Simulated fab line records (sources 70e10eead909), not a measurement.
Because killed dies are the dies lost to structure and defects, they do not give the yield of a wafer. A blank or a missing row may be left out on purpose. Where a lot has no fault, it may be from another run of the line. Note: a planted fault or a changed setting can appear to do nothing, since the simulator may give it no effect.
Matching of chambers ; flow nand-harc ; NHARC_A_SGD_CUT_CMP_21 on cmp-04: 4 sister chambers
The step polishes, target thk 148.19 nm. 16 wafers are shown with their chamber, then 8 later ones without.

WAFERS PAIRED WITH THEIR CHAMBERS
wafer;chamber;motor-current-A (A);retaining-ring-pressure-frac;time-to-endpoint-s (s)
L074.1;0;11.2;1.010;51.7
L074.5;0;11.7;0.994;49.1
L074.6;1;11.0;1.005;50.3
L077.1;0;11.6;1.009;52.5
L077.4;1;11.4;1.003;55.2
L077.6;1;12.1;1.006;52.9
L078.1;0;11.4;1.011;52.9
L078.3;1;11.3;1.001;49.9
L078.6;0;11.5;1.008;50.8
L076.1;2;13.4;1.000;49.8
L076.2;1;11.6;0.997;49.5
L076.6;1;11.6;0.998;52.6
L085.1;3;12.2;0.997;51.6
L085.2;1;11.1;1.001;54.3
L085.6;3;12.1;0.999;51.6
L088.1;1;11.4;0.993;57.7

SIGNATURES, as means of the wafers listed above
reading;chamber 0;chamber 1;chamber 2;chamber 3;scatter within a chamber
motor-current-A;11.480;11.438;13.400;12.150;0.285
retaining-ring-pressure-frac;1.00640;1.00050;1.00000;0.99800;0.00525
time-to-endpoint-s;51.400;52.800;49.800;51.600;2.36
Rule: a wafer lies at a distance from a chamber equal to the root of the sum of squares, over the readings, of (its reading less the chamber's mean, divided by the reading's scatter). The wafer belongs to the nearest chamber; if the next one is less than 2 further off, it can't be placed. How the scatter is found: for the shown wafers, subtract from each reading the mean of its chamber, square and add these, divide the total by (wafers less chambers), then take the root.

WAFERS WHOSE CHAMBER IS MISSING
wafer;motor-current-A (A);retaining-ring-pressure-frac;time-to-endpoint-s (s)
L088.2;12.4;1.004;51.4
L088.4;13.8;1.006;54.8
L095.2;12.8;1.000;54.2
L095.4;11.6;1.000;52.1
L095.5;11.6;0.999;55.7
L091.4;11.9;1.012;49.3
L091.5;11.7;1.009;52.9
L091.6;11.9;1.000;53.7

CHAMBER TAKEN BY EACH
wafer;from the rows above;in truth
L088.2;can't be placed: 3 or 0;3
L088.4;2;2
L095.2;can't be placed: 3 or 2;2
L095.4;can't be placed: 1 or 0 or 3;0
L095.5;can't be placed: 1 or 0 or 3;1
L091.4;can't be placed: 0 or 3 or 1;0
L091.5;can't be placed: 0 or 1 or 3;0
L091.6;can't be placed: 3 or 1 or 0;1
Correctly placed: 1 of 8. These rows do not allow placing 7 (true chamber among the candidates in 7). 0 placed wrongly.
